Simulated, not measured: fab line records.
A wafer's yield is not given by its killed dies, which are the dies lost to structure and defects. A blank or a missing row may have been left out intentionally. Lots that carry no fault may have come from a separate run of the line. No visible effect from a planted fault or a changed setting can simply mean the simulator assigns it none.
Matching of chambers | flow nand_harc | cmp-04 running NHARC_P_M1_CMP_23: 4 sister chambers
The step polishes, t overpolish 20 s, target thk 157.82 nm. 8 wafers are shown with their chamber, then 10 later ones without.

## WAFERS WITH THEIR CHAMBER
wafer  | chamber | motor_current_A (A) | time_to_endpoint_s (s)
L078.1 | 2       | 12.1                | 26.5
L078.6 | 2       | 12.4                | 26.8
L083.2 | 1       | 11.9                | 29.7
L089.1 | 0       | 12.4                | 25.7
L089.2 | 1       | 12.8                | 24.3
L089.3 | 3       | 11.9                | 24.2
L088.1 | 0       | 11.9                | 29.1
L088.4 | 3       | 12.0                | 31.5

## WAFERS WITHOUT THEIR CHAMBER
wafer  | motor_current_A (A) | time_to_endpoint_s (s)
L088.5 | 12.1                | 28.5
L090.1 | 12.2                | 23.6
L090.5 | 11.3                | 25.5
L090.6 | 12.3                | 23.2
L094.4 | 12.4                | 30.5
L094.5 | 11.8                | 29.5
L094.6 | 11.9                | 29.8
L097.2 | 12.1                | 30.2
L097.3 | 12.4                | 28.6
L097.5 | 12.5                | 27.0

## CHAMBER TAKEN BY EACH
wafer  | from the rows above               | in truth
L088.5 | can't be placed: 0 or 3 or 2 or 1 | 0
L090.1 | can't be placed: 2 or 1 or 0 or 3 | 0
L090.5 | can't be placed: 3 or 0 or 2 or 1 | 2
L090.6 | can't be placed: 2 or 1 or 0 or 3 | 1
L094.4 | can't be placed: 1 or 0 or 2 or 3 | 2
L094.5 | can't be placed: 3 or 0 or 2 or 1 | 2
L094.6 | can't be placed: 3 or 0 or 2 or 1 | 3
L097.2 | can't be placed: 3 or 0 or 2 or 1 | 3
L097.3 | can't be placed: 1 or 2 or 0 or 3 | 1
L097.5 | can't be placed: 1 or 2 or 0 or 3 | 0
Correctly placed: 0 of 10. Unplaceable from these rows: 10, with the true chamber sitting among the candidates in 10. Wrongly placed: 0.
How it was worked out, from the rows above alone: a wafer's distance from a chamber is the root of the sum, over the readings, of the square of ((its reading less the chamber's mean) divided by the reading's scatter). The wafer belongs to the nearest chamber; if the next one is less than 2 further off, it can't be placed. The mean given for a chamber averages the wafers shown for that chamber. The scatter is the square root of a quotient: the sum, over the shown wafers, of each reading's squared deviation from its chamber's mean, divided by wafers minus chambers.
